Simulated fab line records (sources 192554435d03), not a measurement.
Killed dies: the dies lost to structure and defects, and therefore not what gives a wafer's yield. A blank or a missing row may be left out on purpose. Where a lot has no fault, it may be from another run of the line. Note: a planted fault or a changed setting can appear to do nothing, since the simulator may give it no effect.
fab line records	flow n5-finfet
record lots=7	wafers=21
route steps=1938 shown BEOL_M9@1411 BEOL_M10@1494 BEOL_M11@1575
start-h: the number of hours between the record's first day and the start of the first shown wafer of the lot	wait-h: how many hours have passed since the lot's step before this one	" identical to the entry in the row above	L1.1+2: a single row standing in for several wafers	- no value present, or no start provided	* or withheld: withheld	< > ~ a bound
route shown NAME@n: names a module that has steps shown in the file, with the first one's number in the route	usual: mean and standard deviation over wafers with no fault	same: alike in all rows	chamber/n: place in a boat	sites: each site's reading	_std_site: the standard deviation of these	_edge_site: inner sites' mean taken away from outer sites' mean	radius-mm: for every site, how far away it sits from the centre of the wafer	mask NAME#n: copy n	behind: the tool/chamber that last shaped the wafer	hold: why the lot went on hold/how many hours it stayed there/how the hold came to an end	device: names the non-switching transistor (n, p or np)	end of line: at the end of the route, the tests of the same wafers	a step without rows: its recipe alone	killed: count of dies lost to structure and defects at first sort (not the wafer's yield)	map: a wafer's dies, marking killed ones x, the rest . and places with no die _
set.NAME: setting as actually run; set.NAME@STEP: the setting as run at that earlier step	model.NAME: the simulator's own value behind a step, which no gauge read
lots with deliberately changed settings; one table per step, one row per wafer
## steps
# step N5_BEOL_M9_EXPOSE_08
# recipe mask-id=M9	na=1.35	source-shape=dipole	sigma-inner=0.411	sigma-outer=0.611	polarization=te	dose-mj=53.75
lot.wafer	tool	chamber	start-h	wait-h	mask	set.dose-mj
L076.4+5+6	arfi-scanner-01	0	218.51	-	M9#0	53.75
L077.1	arfi-scanner-03	0	223.94	-	M9#0	57.1
L077.2+6	"	0	"	"	M9#0	53.75
L084.1+2+3	arfi-scanner-02	0	269.99	-	M9#0	53.75
L085.3+6	arfi-scanner-02	0	273.63	-	M9#0	57.47
L085.5	"	0	"	"	M9#0	53.75
L090.1+2+4	arfi-scanner-02	0	295.63	-	M9#0	53.75
L093.3	arfi-scanner-03	0	321.29	-	M9#0	53.75
L093.5+6	"	0	"	"	M9#0	50.08
L097.1+2	arfi-scanner-02	0	340.35	-	M9#0	52.17
L097.5	"	0	"	"	M9#0	53.75
# step N5_BEOL_M9_PEB_09
# recipe peb-temp-c=withheld	peb-time-s=60	resist=CAR-ArF
# step N5_BEOL_M9_DEVELOP_10
# recipe develop-time-s=30	developer=TMAH	resist=CAR-ArF	rinse-liquid=diw	dry=air-spin	dev-temp-c=23
# step N5_BEOL_M9_CD_MEAS_11
# recipe target-cd-nm=64.1	landing-energy-ev=500	detector=se-inlens	polarity=opening
# usual cd-nm=64.0/0.61
lot.wafer	tool	chamber	start-h	wait-h	set.dose-mj@BEOL_M9_EXPOSE_08	cd-nm
L076.4	cd-sem-01	0	218.62	-	53.75	63.8
L076.5	"	0	"	"	53.75	63.5
L076.6	"	0	"	"	53.75	63.6
L077.1	cd-sem-03	0	224.07	-	57.1	67.9
L077.2	"	0	"	"	53.75	63.9
L077.6	"	0	"	"	53.75	64.9
L084.1	cd-sem-02	0	270.12	-	53.75	64.6
L084.2	"	0	"	"	53.75	63.3
L084.3	"	0	"	"	53.75	64.5
L085.3	cd-sem-03	0	273.75	-	57.47	67.0
L085.5	"	0	"	"	53.75	64.5
L085.6	"	0	"	"	57.47	67.2
L090.1	cd-sem-03	0	295.76	-	53.75	64.1
L090.2	"	0	"	"	53.75	63.1
L090.4	"	0	"	"	53.75	63.5
L093.3	cd-sem-02	0	321.41	-	53.75	63.9
L093.5	"	0	"	"	50.08	60.7
L093.6	"	0	"	"	50.08	61.4
L097.1	cd-sem-01	0	340.48	-	52.17	61.5
L097.2	"	0	"	"	52.17	62.5
L097.5	"	0	"	"	53.75	63.8
# step N5_BEOL_M9_DESCUM_16
# recipe chemistry=O2	time-s=7.9	source-power-w=50	bias-power-w=20	pressure-mtorr=20	rf-frequency-hz=2.712e+07	temp-c=40	resist=CAR-ArF	o2-flow-sccm=225
# step N5_BEOL_M9_ETCH_61
# recipe chemistry=CF4	target=SiARC	target-depth-a=390	mask-material=CAR-ArF	time-s=65	ion-energy-ev=80	pressure-mtorr=40	source-w=545	bias-w=36	Ar_flow_sccm=100	cf4-flow-sccm=100	ends=cleared
lot.wafer	tool	chamber	start-h	wait-h	set.dose-mj@BEOL_M9_EXPOSE_08	model.BEOL_M9.cd-offset-nm
L076.4	rie-diel-01	2	218.77	0.0	53.75	-0.4
L076.5	"	3	"	"	53.75	-0.6
L076.6	"	0	"	"	53.75	-0.8
L077.1	rie-diel-03	3	224.19	0.0	57.1	3.8
L077.2	"	2	"	"	53.75	-0.2
L077.6	"	1	"	"	53.75	0.6
L084.1	rie-diel-03	2	270.24	0.0	53.75	0.2
L084.2	"	1	"	"	53.75	-0.8
L084.3	"	3	"	"	53.75	0
L085.3+6	rie-diel-01	2	273.87	0.0	57.47	3.2
L085.5	"	1	"	"	53.75	0.4
L090.1	rie-diel-04	0	295.88	0.0	53.75	-0.2
L090.2	"	1	"	"	53.75	-0.8
L090.4	"	0	"	"	53.75	-0.6
L093.3	rie-diel-03	0	321.53	0.0	53.75	0
L093.5	"	1	"	"	50.08	-3.4
L093.6	"	0	"	"	50.08	-3
L097.1	rie-diel-04	1	340.60	0.0	52.17	-2.4
L097.2	"	3	"	"	52.17	-1.8
L097.5	"	2	"	"	53.75	-0.8
# step N5_BEOL_M9_ETCH_62
# recipe chemistry=N2/H2	target=SOC	target-depth-a=1100	overetch-a=220	mask-material=SiARC	temp-c=40	time-s=165	ion-energy-ev=200	pressure-mtorr=30	source-w=840	bias-w=150	n2-flow-sccm=200	h2-flow-sccm=200
# step N5_BEOL_M9_STRIP_68
# recipe chemistry=N2/H2	temp-c=40	n2-flow-sccm=200	h2-flow-sccm=200	rf-frequency-hz=6e+07
# step N5_BEOL_M9_HM_OPEN_17
# recipe chemistry=Cl2/BCl3	target-depth-a=200	overetch-a=60	target=TiN	mask-material=SOC	ion-energy-ev=150	pressure-mtorr=10	icp-w=1000	bias-w=126	Cl2_flow_sccm=53.25	bcl3-flow-sccm=21.75	Ar_flow_sccm=25
# step N5_BEOL_M9_STRIP_19
# recipe chemistry=O2	power-w=400	temp-c=40	pressure-mtorr=30	rf-frequency-hz=6e+07	bias-power-w=0	overash-fraction=0.2	o2-flow-sccm=225
# step N5_BEOL_M9_CD_MEAS_18
# recipe pitch-nm=140	target-cd-nm=70
# usual cd-nm=70.0/0.7
lot.wafer	tool	chamber	start-h	wait-h	set.dose-mj@BEOL_M9_EXPOSE_08	cd-nm
L076.4	cd-sem-01	-	219.17	0.0	53.75	70.0
L076.5	"	-	"	"	53.75	69.1
L076.6	"	-	"	"	53.75	70.3
L077.1	cd-sem-01	-	224.61	0.0	57.1	73.5
L077.2	"	-	"	"	53.75	69.9
L077.6	"	-	"	"	53.75	70.6
L084.1	cd-sem-02	-	270.67	0.0	53.75	70.7
L084.2	"	-	"	"	53.75	68.8
L084.3	"	-	"	"	53.75	69.8
L085.3	cd-sem-03	-	274.29	0.1	57.47	73.7
L085.5	"	-	"	"	53.75	70.7
L085.6	"	-	"	"	57.47	73.2
L090.1	cd-sem-03	-	296.30	0.0	53.75	69.9
L090.2	"	-	"	"	53.75	69.1
L090.4	"	-	"	"	53.75	69.0
L093.3	cd-sem-03	-	321.95	0.1	53.75	70.1
L093.5	"	-	"	"	50.08	67.2
L093.6	"	-	"	"	50.08	67.0
L097.1	cd-sem-02	-	341.05	0.0	52.17	67.9
L097.2	"	-	"	"	52.17	68.4
L097.5	"	-	"	"	53.75	69.3
# step N5_BEOL_M9_COAT_63
# recipe resist=SOC	temp-c=250	time-s=60	spin-rpm=1500	resist-thk-nm=60
# step N5_BEOL_M9_COAT_64
# recipe resist=SiARC	temp-c=220	time-s=60	spin-rpm=1500	resist-thk-nm=12
# step N5_BEOL_M9_PRECLEAN_42
# recipe chemistry=residue-remover	time-s=60	temp-c=40
# step N5_BEOL_M9_SRD_43
# recipe time-s=30	temp-c=23	rinse-liquid=diw	dry=ipa-marangoni
# step N5_BEOL_M9_CD_MEAS_35
# recipe target-cd-nm=70	target-cd-y-nm=40	polarity=opening
# usual cd-nm=70.0/0.68
lot.wafer	tool	chamber	start-h	wait-h	set.dose-mj@BEOL_M9_EXPOSE_08	cd-nm
L076.4	cd-sem-02	-	220.22	0.0	53.75	70.1
L076.5	"	-	"	"	53.75	69.0
L076.6	"	-	"	"	53.75	70.3
L077.1	cd-sem-01	-	225.86	0.0	57.1	73.6
L077.2	"	-	"	"	53.75	69.8
L077.6	"	-	"	"	53.75	70.9
L084.1	cd-sem-01	-	271.70	0.0	53.75	70.4
L084.2	"	-	"	"	53.75	68.9
L084.3	"	-	"	"	53.75	69.8
L085.3	cd-sem-02	-	276.28	0.0	57.47	73.4
L085.5	"	-	"	"	53.75	69.9
L085.6	"	-	"	"	57.47	73.5
L090.1	cd-sem-01	-	299.95	0.0	53.75	70.4
L090.2	"	-	"	"	53.75	69.9
L090.4	"	-	"	"	53.75	69.4
L093.3	cd-sem-02	-	324.54	0.0	53.75	70.3
L093.5	"	-	"	"	50.08	66.7
L093.6	"	-	"	"	50.08	66.9
L097.1	cd-sem-01	-	342.31	0.0	52.17	67.9
L097.2	"	-	"	"	52.17	68.3
L097.5	"	-	"	"	53.75	69.4
# step N5_BEOL_M9_CMP_52
# recipe stop-on=SiCOH_lowk	t-overpolish-s=7	down-force-psi=1	platen-rpm=50	clearing-platen-down-force-psi=1.5	clearing-platen-rpm=50	post-cmp-clean=cu-alkaline	target-thk-nm=140	clearing-platen-pad-velocity-m-s=0.99484	pad-velocity-m-s=0.99484
# usual barrier-field-endpoint-s=28.7/0.63
lot.wafer	tool	chamber	start-h	wait-h	set.down-force-psi	barrier-field-endpoint-s
L076.4	cmp-04	0	222.35	0.2	1	29.7
L076.6	"	1	"	"	1	29.5
L076.5	"	2	"	"	1	29.3
L077.1	cmp-03	2	228.97	0.3	1	28.3
L077.2	"	3	"	"	1	29.1
L077.6	"	1	"	"	1	28.1
L084.2	cmp-04	1	274.01	0.2	1	28.7
L084.1	"	3	"	"	1	28.6
L084.3	"	0	"	"	1.137	25.4
L085.3	cmp-02	2	278.44	0.2	0.7982	36.0
L085.6	"	2	"	"	0.7982	36.6
L085.5	"	3	"	"	0.7982	35.8
L090.2	cmp-02	1	301.93	0.2	1	28.7
L090.4	"	2	"	"	1.195	24.5
L090.1	"	0	"	"	1.195	23.8
L093.3	cmp-03	0	326.50	0.2	1	28.2
L093.6	"	0	"	"	1	28.5
L093.5	"	1	"	"	1	28.0
L097.1	cmp-04	3	345.27	0.3	0.8514	33.0
L097.2	"	1	"	"	1	27.9
L097.5	"	0	"	"	0.8514	33.8
# step N5_BEOL_M10_COAT_63
# recipe resist=SOC	temp-c=250	time-s=60	spin-rpm=1500	resist-thk-nm=100
lot.wafer	tool	chamber	start-h	wait-h	set.spin-rpm	model.SOC_of_BEOL_M10_COAT_63.thk-nm
L076.4+5+6	litho-track-05	0	225.18	0.0	1500	100.2
L077.1	litho-track-02	0	234.91	1.6	1500	99.6
L077.2	"	0	"	"	1500	100
L077.6	"	0	"	"	1500	99.8
L084.1	litho-track-01	0	277.31	0.0	1438	102.2
L084.2	"	0	"	"	1500	100
L084.3	"	0	"	"	1500	100.2
L085.3	litho-track-02	0	283.78	0.4	1500	100.2
L085.5+6	"	0	"	"	1407	103.4
L090.1	litho-track-05	0	306.06	0.0	1500	100
L090.2+4	"	0	"	"	1375	104.6
L093.3+6	litho-track-01	0	328.63	0.0	1385	104
L093.5	"	0	"	"	1500	100.2
L097.1	litho-track-02	0	347.88	0.1	1500	99.6
L097.2	"	0	"	"	1500	100
L097.5	"	0	"	"	1644	95.2
# step N5_BEOL_M10_EXPOSE_25
# recipe mask-id=V9	na=1.35	source-shape=annular	sigma-inner=0.5	sigma-outer=0.8	polarization=unpolarized	dose-mj=85.5
lot.wafer	tool	chamber	start-h	wait-h	mask	set.dose-mj
L076.4+5+6	arfi-scanner-01	0	225.32	-	V9#0	85.5
L077.1+2+6	arfi-scanner-01	0	235.03	-	V9#0	85.5
L084.1+2+3	arfi-scanner-02	0	277.56	-	V9#0	85.5
L085.3+6	arfi-scanner-01	0	283.91	-	V9#0	81.74
L085.5	"	0	"	"	V9#0	85.5
L090.1+2+4	arfi-scanner-02	0	306.31	-	V9#0	81.09
L093.3+6	arfi-scanner-03	0	328.76	-	V9#0	85.5
L093.5	"	0	"	"	V9#0	82.02
L097.1+2+5	arfi-scanner-03	0	348.12	-	V9#0	85.5
# step N5_BEOL_M10_PEB_26
# recipe peb-temp-c=withheld	peb-time-s=60	resist=CAR-ArF
# step N5_BEOL_M10_DEVELOP_27
# recipe develop-time-s=30	developer=TMAH	resist=CAR-ArF	rinse-liquid=diw	dry=air-spin	dev-temp-c=23
# step N5_BEOL_M10_DESCUM_33
# recipe chemistry=O2	time-s=7.9	source-power-w=50	bias-power-w=20	pressure-mtorr=20	rf-frequency-hz=2.712e+07	temp-c=40	resist=CAR-ArF	o2-flow-sccm=225
# step N5_BEOL_M10_ETCH_65
# recipe chemistry=CF4	target=SiARC	target-depth-a=390	mask-material=CAR-ArF	time-s=65	ion-energy-ev=80	pressure-mtorr=40	source-w=545	bias-w=36	Ar_flow_sccm=100	cf4-flow-sccm=100	ends=cleared
# step N5_BEOL_M10_ETCH_66
# recipe chemistry=N2/H2	target=SOC	target-depth-a=1200	overetch-a=240	mask-material=SiARC	temp-c=40	time-s=180	ion-energy-ev=200	pressure-mtorr=30	source-w=840	bias-w=150	n2-flow-sccm=200	h2-flow-sccm=200
lot.wafer	tool	chamber	start-h	wait-h	set.spin-rpm@BEOL_M10_COAT_63	model.etch.depth-nm
L076.4+6	rie-diel-05	1,3	226.18	0.0	1500	100.2
L076.5	"	0	"	"	1500	100.3
L077.1	rie-diel-05	0	235.33	0.0	1500	99.59
L077.2	"	1	"	"	1500	99.95
L077.6	"	1	"	"	1500	99.76
L084.1	rie-diel-06	1	277.87	0.0	1438	102.3
L084.2	"	2	"	"	1500	99.96
L084.3	"	3	"	"	1500	100.2
L085.3	rie-diel-06	3	284.20	0.0	1500	100.2
L085.5	"	0	"	"	1407	103.3
L085.6	"	3	"	"	1407	103.4
L090.1	rie-diel-06	0	307.31	0.0	1500	100
L090.2	"	2	"	"	1375	104.6
L090.4	"	2	"	"	1375	104.5
L093.3	rie-diel-06	1	329.05	0.0	1385	104
L093.5	"	2	"	"	1500	100.2
L093.6	"	1	"	"	1385	104.1
L097.1	rie-diel-05	2	348.43	0.0	1500	99.54
L097.2	"	1	"	"	1500	99.98
L097.5	"	1	"	"	1644	95.17
# step N5_BEOL_M10_STRIP_69
# recipe chemistry=N2/H2	temp-c=40	n2-flow-sccm=200	h2-flow-sccm=200	rf-frequency-hz=6e+07
# step N5_BEOL_M10_VIA_ETCH_34
# recipe chemistry=C4F6/O2	target=SiCOH_lowk	target-depth-a=1845	mask-material=SOC	taper-deg=4	time-s=69.2	ion-energy-ev=250	pressure-mtorr=30	source-w=345	bias-w=185	Ar_flow_sccm=300	C4F6_flow_sccm=10	O2_flow_sccm=10
lot.wafer	tool	chamber	start-h	wait-h	set.spin-rpm@BEOL_M10_COAT_63	model.SOC_of_BEOL_M10_COAT_63.thk-nm
L076.4+5	rie-diel-05	1,0	226.31	0.0	1500	92
L076.6	"	3	"	"	1500	92.2
L077.1	rie-diel-05	0	235.46	0.0	1500	91.2
L077.2	"	1	"	"	1500	91.8
L077.6	"	1	"	"	1500	91.6
L084.1	rie-diel-06	1	278.00	0.0	1438	94.2
L084.2+3	"	2,3	"	"	1500	92.2
L085.3	rie-diel-06	3	284.32	0.0	1500	92.2
L085.5+6	"	0,3	"	"	1407	95.4
L090.1	rie-diel-06	0	307.43	0.0	1500	92.2
L090.2+4	"	2	"	"	1375	96.8
L093.3	rie-diel-06	1	329.17	0.0	1385	95.6
L093.5	"	2	"	"	1500	92.4
L093.6	"	1	"	"	1385	95.8
L097.1	rie-diel-05	2	348.55	0.0	1500	91.6
L097.2	"	1	"	"	1500	92
L097.5	"	1	"	"	1644	87.2
# step N5_BEOL_M11_VIA_ETCH_34
# recipe chemistry=C4F6/O2	target=SiCOH_lowk	target-depth-a=1845	mask-material=SOC	taper-deg=4	time-s=69.2	ion-energy-ev=250	pressure-mtorr=30	source-w=345	bias-w=185	Ar_flow_sccm=300	C4F6_flow_sccm=10	O2_flow_sccm=10
# usual rf-vpp-V=662/10
lot.wafer	tool	chamber	start-h	wait-h	set.source-w	rf-vpp-V
L076.4	rie-diel-03	2	235.74	0.0	345	644
L076.5	"	0	"	"	345	667
L076.6	"	1	"	"	345	664
L077.1	rie-diel-04	2	241.90	0.0	376.6	631
L077.2	"	1	"	"	345	674
L077.6	"	3	"	"	376.6	642
L084.1	rie-diel-01	1	284.83	0.0	345	675
L084.2	"	0	"	"	345	643
L084.3	"	2	"	"	294.4	702
L085.3	rie-diel-03	1	291.51	0.0	345	665
L085.5	"	2	"	"	345	646
L085.6	"	1	"	"	345	665
L090.1	rie-diel-04	3	317.09	0.0	319.2	699
L090.2	"	2	"	"	319.2	686
L090.4	"	1	"	"	345	674
L093.3	rie-diel-01	2	335.26	0.0	345	648
L093.5	"	3	"	"	345	662
L093.6	"	0	"	"	360.9	630
L097.1	rie-diel-04	3	362.93	0.0	345	669
L097.2	"	1	"	"	400.5	624
L097.5	"	2	"	"	400.5	612
# step N5_BEOL_M11_TRENCH_ETCH_37
# recipe chemistry=C4F6/O2	target-depth-a=1488.3	target=SiCOH_lowk	time-s=48	ion-energy-ev=250	pressure-mtorr=30	source-w=345	bias-w=185	Ar_flow_sccm=300	C4F6_flow_sccm=10	O2_flow_sccm=10
# usual rf-vpp-V=662/10
lot.wafer	tool	chamber	start-h	wait-h	set.bias-w	rf-vpp-V	model.BEOL_M11.feature-depth-nm	model.etch.depth-nm
L076.4	rie-diel-03	2	-	-	185	646	146.8	146.9
L076.5	"	0	"	"	185	667	148.2	148.2
L076.6	"	1	"	"	185	665	147	147
L077.1	rie-diel-04	2	-	-	185	662	145.4	145.3
L077.2	"	1	"	"	185	676	151	151
L077.6	"	3	"	"	185	670	145.4	145.5
L084.1	rie-diel-01	1	-	-	216.6	764	158.8	158.8
L084.2	"	0	"	"	216.6	731	162	161.9
L084.3	"	2	"	"	185	648	145	145
L085.3	rie-diel-03	1	-	-	157.7	587	136.8	136.7
L085.5	"	2	"	"	185	645	143.4	143.3
L085.6	"	1	"	"	185	665	145.4	145.4
L090.1	rie-diel-04	3	-	-	185	670	154.6	154.6
L090.2	"	2	"	"	185	661	146.2	146.2
L090.4	"	1	"	"	185	674	148.8	148.8
L093.3	rie-diel-01	2	-	-	168.4	600	137.6	137.6
L093.5	"	3	"	"	168.4	615	137.4	137.3
L093.6	"	0	"	"	185	644	151.6	151.5
L097.1	rie-diel-04	3	-	-	208.1	735	159.6	159.6
L097.2	"	1	"	"	185	675	152.6	152.6
L097.5	"	2	"	"	185	661	146.8	146.8
# step N5_BEOL_M11_ETCH_41
# recipe chemistry=CH3F/O2	target=SiCN	target-depth-a=426	taper-deg=2	time-s=86	ion-energy-ev=120	mask-material=TiN	pressure-mtorr=30	source-w=395	bias-w=75	Ar_flow_sccm=150	CH3F_flow_sccm=30	O2_flow_sccm=20
# step N5_BEOL_M11_STRIP_77
# recipe chemistry=N2/H2	time-s=10	power-w=450	temp-c=40	pressure-mtorr=20	rf-frequency-hz=6e+07	bias-power-w=7	n2-flow-sccm=200	h2-flow-sccm=200
# step N5_BEOL_M11_ECD_50
# recipe material=Cu	target-thk-a=3180
# step N5_BEOL_M11_ANNEAL_51
# recipe temp-c=225	time-s=90	ambient=N2
# step N5_BEOL_M11_CMP_52
# recipe stop-on=SiCOH_lowk	t-overpolish-s=7	down-force-psi=1	platen-rpm=50	clearing-platen-down-force-psi=1.5	clearing-platen-rpm=50	post-cmp-clean=cu-alkaline	target-thk-nm=140	clearing-platen-pad-velocity-m-s=0.99484	pad-velocity-m-s=0.99484
lot.wafer	tool	chamber	start-h	wait-h	set.bias-w@BEOL_M11_TRENCH_ETCH_37	model.Cu_of_BEOL_M11_ECD_50.thk-nm
L076.4	cmp-04	0	238.61	0.2	185	138.4
L076.5	"	1	"	"	185	140
L076.6	"	2	"	"	185	139.6
L077.1	cmp-04	1	245.57	0.3	185	136.4
L077.2	"	3	"	"	185	140.8
L077.6	"	2	"	"	185	136
L084.3	cmp-02	1	289.45	0.2	185	136.2
L084.2	"	2	"	"	216.6	154.8
L084.1	"	3	"	"	216.6	150.2
L085.3	cmp-01	1	294.58	0.4	157.7	127.2
L085.6	"	0	"	"	185	137.4
L085.5	"	1	"	"	185	134
L090.2	cmp-02	2	320.28	0.2	185	139.2
L090.4	"	3	"	"	185	139
L090.1	"	1	"	"	185	146.4
L093.3	cmp-01	1	339.09	0.2	168.4	127.6
L093.6	"	0	"	"	185	143
L093.5	"	1	"	"	168.4	128.4
L097.2	cmp-02	2	365.77	0.3	185	143.6
L097.1	"	3	"	"	208.1	149.2
L097.5	"	1	"	"	185	138.6
# step N5_BEOL_M11_PRE_CLEAN_55
# recipe gas=NH3	time-s=15	temp-c=withheld	rf-power-w=300
# step N5_BEOL_M11_DEP_56
# recipe material=SiCN	target-thk-a=300	temp-c=withheld	precursor=3MS/NH3	pressure-torr=3	rf-w=675	time-s=10.5
# step N5_BEOL_M11_RS_MEAS_57
# recipe thk-meas-gauge=four-point-probe	reads=Cu_of_BEOL_M11_ECD_50+Co_of_BEOL_M11_CVD_75+TaN_of_BEOL_M11_ALD_74
# usual M11_RS=0.153/0.0046
lot.wafer	tool	chamber	start-h	wait-h	set.bias-w@BEOL_M11_TRENCH_ETCH_37	M11_RS[ohm/sq]
L076.4	film-metro-01	-	238.95	0.1	185	0.153
L076.5	"	-	"	"	185	0.151
L076.6	"	-	"	"	185	0.152
L077.1	film-metro-01	-	245.99	0.0	185	0.155
L077.2	"	-	"	"	185	0.150
L077.6	"	-	"	"	185	0.156
L084.1	film-metro-01	-	289.87	0.0	216.6	0.140
L084.2	"	-	"	"	216.6	0.135
L084.3	"	-	"	"	185	0.156
L085.3	film-metro-01	-	294.97	0.0	157.7	0.168
L085.5	"	-	"	"	185	0.158
L085.6	"	-	"	"	185	0.154
L090.1	film-metro-02	-	320.70	0.0	185	0.144
L090.2	"	-	"	"	185	0.152
L090.4	"	-	"	"	185	0.152
L093.3	film-metro-01	-	339.47	0.0	168.4	0.167
L093.5	"	-	"	"	168.4	0.166
L093.6	"	-	"	"	185	0.148
L097.1	film-metro-01	-	366.11	0.0	208.1	0.141
L097.2	"	-	"	"	185	0.147
L097.5	"	-	"	"	185	0.153
## key
split step=N5_BEOL_M9_EXPOSE_08	setting=dose-mj	stated=53.75	by=wafer
response step=N5_BEOL_M9_CD_MEAS_11	reading=cd-nm	change=+0.451	per=1%	r=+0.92
response step=N5_BEOL_M9_ETCH_61	reading=model.BEOL_M9.cd-offset-nm	change=+0.475	per=1%	r=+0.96
response step=N5_BEOL_M9_CD_MEAS_18	reading=cd-nm	change=+0.447	per=1%	r=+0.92
response step=N5_BEOL_M9_CD_MEAS_35	reading=cd-nm	change=+0.51	per=1%	r=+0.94
split step=N5_BEOL_M9_CMP_52	setting=down-force-psi	stated=1	by=wafer
response step=N5_BEOL_M9_CMP_52	reading=barrier-field-endpoint-s	change=-0.272	per=1%	r=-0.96
split step=N5_BEOL_M10_COAT_63	setting=spin-rpm	stated=1500	by=wafer
response step=N5_BEOL_M10_COAT_63	reading=model.SOC_of_BEOL_M10_COAT_63.thk-nm	change=-0.508	per=1%	r=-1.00
response step=N5_BEOL_M10_ETCH_66	reading=model.etch.depth-nm	change=-0.507	per=1%	r=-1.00
response step=N5_BEOL_M10_VIA_ETCH_34	reading=model.SOC_of_BEOL_M10_COAT_63.thk-nm	change=-0.493	per=1%	r=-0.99
split step=N5_BEOL_M10_EXPOSE_25	setting=dose-mj	stated=85.5	by=wafer
response none clear
split step=N5_BEOL_M11_VIA_ETCH_34	setting=source-w	stated=345	by=wafer
response step=N5_BEOL_M11_VIA_ETCH_34	reading=rf-vpp-V	change=-3.2	per=1%	r=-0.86
split step=N5_BEOL_M11_TRENCH_ETCH_37	setting=bias-w	stated=185	by=wafer
response step=N5_BEOL_M11_TRENCH_ETCH_37	reading=rf-vpp-V	change=+5.21	per=1%	r=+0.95
response step=N5_BEOL_M11_TRENCH_ETCH_37	reading=model.BEOL_M11.feature-depth-nm	change=+0.838	per=1%	r=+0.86
response step=N5_BEOL_M11_TRENCH_ETCH_37	reading=model.etch.depth-nm	change=+0.837	per=1%	r=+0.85
response step=N5_BEOL_M11_CMP_52	reading=model.Cu_of_BEOL_M11_ECD_50.thk-nm	change=+0.857	per=1%	r=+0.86
response step=N5_BEOL_M11_RS_MEAS_57	reading=M11_RS	change=-0.00104	per=1%	r=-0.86
